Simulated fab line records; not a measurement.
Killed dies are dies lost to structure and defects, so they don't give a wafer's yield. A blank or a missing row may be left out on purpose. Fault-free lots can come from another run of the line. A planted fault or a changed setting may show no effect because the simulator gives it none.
Split-lot trial + flow n5-finfet + 21 wafers read across 7 lots, on a route 1938 steps long

SPLIT DETAILS
At N5_BEOL_M13_EXPOSE_07 (exposes mask V12), the setting dose-mj was moved away from the recipe's 24.8 on 11 of the 21 wafers read, by -6.6% to +6.3%. For the rest of the wafers, this setting stayed at what the recipe calls for.

FROM THE SPLIT TO THE READING: what the file shows between them, 11 steps
- N5_BEOL_M13_PEB_08: peb time 90 s
- N5_BEOL_M13_DEVELOP_09: develop time 45 s
- N5_BEOL_M13_HARDBAKE_14: time 120 s
- N5_BEOL_M13_CD_MEAS_10: target cd 190 nm
- N5_BEOL_M13_DESCUM_15: chemistry O2, time 7.9 s
- N5_BEOL_M13_ETCH_59: etches BARC in N2/H2, target depth 89 nm, overetch 26.7 nm, time 67.9 s
- N5_BEOL_M13_VIA_ETCH_16: etches SiOC in C4F8/O2/Ar, target depth 921.7 nm
- N5_BEOL_M13_STRIP_63: strips in N2/H2
- N5_BEOL_M13_STRIP_64: strips in N2/H2
- N5_BEOL_M13_STRIP_71: strips in post etch residue remover, time 60 s
- N5_BEOL_M13_SRD_72: time 30 s, dry time 30 s

THE READING
cd-nm (nm) at N5_BEOL_M13_CD_MEAS_17, where the cd target is 190 nm. Typical for fault-free wafers on this fab line: 189.0 nm, with standard deviation 2.2 nm.

| wafer  | tool, chamber at the split | dose-mj as run | against the recipe | cd-nm, nm | against lot-mates on the recipe |
|--------|----------------------------|----------------|--------------------|-----------|---------------------------------|
| L083.2 | krf-scanner-01, 0          | 26.36          | +6.3%              | 196.1     | +4.9                            |
| L083.3 | krf-scanner-01, 0          | 24.8           | recipe             | 191.2     | -                               |
| L083.4 | krf-scanner-01, 0          | 26.36          | +6.3%              | 196.1     | +4.9                            |
| L086.2 | krf-scanner-01, 0          | 24.8           | recipe             | 189.4     | -                               |
| L086.3 | krf-scanner-01, 0          | 24.8           | recipe             | 188.2     | -                               |
| L086.6 | krf-scanner-01, 0          | 24.8           | recipe             | 191.5     | -                               |
| L088.2 | krf-scanner-02, 0          | 24.8           | recipe             | 184.5     | -                               |
| L088.3 | krf-scanner-02, 0          | 25.73          | +3.8%              | 188.3     | +3.8                            |
| L088.6 | krf-scanner-02, 0          | 25.73          | +3.8%              | 189.5     | +5.0                            |
| L090.4 | krf-scanner-01, 0          | 24.8           | recipe             | 187.5     | -                               |
| L090.5 | krf-scanner-01, 0          | 23.62          | -4.8%              | 180.6     | -6.9                            |
| L090.6 | krf-scanner-01, 0          | 23.62          | -4.8%              | 182.7     | -4.8                            |
| L092.2 | krf-scanner-02, 0          | 23.16          | -6.6%              | 184.9     | -5.5                            |
| L092.3 | krf-scanner-02, 0          | 23.16          | -6.6%              | 180.8     | -9.6                            |
| L092.5 | krf-scanner-02, 0          | 24.8           | recipe             | 190.4     | -                               |
| L094.1 | krf-scanner-01, 0          | 24.24          | -2.3%              | 187.8     | -3.6                            |
| L094.2 | krf-scanner-01, 0          | 24.24          | -2.3%              | 188.1     | -3.3                            |
| L094.3 | krf-scanner-01, 0          | 24.8           | recipe             | 191.4     | -                               |
| L096.3 | krf-scanner-02, 0          | 24.8           | recipe             | 193.4     | -                               |
| L096.4 | krf-scanner-02, 0          | 26.29          | +6.0%              | 200.9     | +7.8                            |
| L096.5 | krf-scanner-02, 0          | 24.8           | recipe             | 192.8     | -                               |

THE FIT
A straight line over all 21 wafers: cd-nm changes by +1.11 nm for each +1% of dose-mj; r = +0.83; the points scatter about the line by 2.9 nm.
The same after taking each lot's own level away (the mean of its wafers on the recipe; 21 wafers): +1.09 nm for each +1%; r = +0.96; scatter 1.2 nm.
On that fit, the largest move of dose-mj shifts the reading by 7.2 nm.
The span of the lots' own levels, 184.50 to 193.10 nm, comes to 3.9 times the standard deviation stated above.
So the lot-to-lot level changes the slope little: the two slopes agree.
Check: for one of the wafers moved furthest among these (-6.6%), held out of the fit, the line's prediction against its lot-mates is -7.99 nm. It came out at -5.5 nm against them.

OTHER SPLITS APPLIED TO THESE WAFERS
Before the reading, these wafers also passed through other splits. Each is held against what the fit with the lots' levels taken away leaves over:
| other split on the same wafers | wafers away from the commonest value | r with cd-nm (lot level and that fit taken away) |
|--------------------------------|--------------------------------------|--------------------------------------------------|
| N5_BEOL_M12_COAT_66 spin-rpm   | 6                                    | +0.35                                            |
| N5_BEOL_M13_COAT_58 spin-rpm   | 8                                    | -0.12                                            |

THE WHOLE CHAIN: every reading that the file lists as answering this split, in the file's order
| step                   | what it does     | reading | change (the file's fit)              | r (the file's) |
|------------------------|------------------|---------|--------------------------------------|----------------|
| N5_BEOL_M13_CD_MEAS_10 | target cd 190 nm | cd-nm   | +1.18 nm for each +1% of the setting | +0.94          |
| N5_BEOL_M13_CD_MEAS_17 | target cd 190 nm | cd-nm   | +1.11 nm for each +1% of the setting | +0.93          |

FILE'S OWN FIT
cd-nm changes by +1.11 nm for each +1% of dose-mj, r = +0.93.
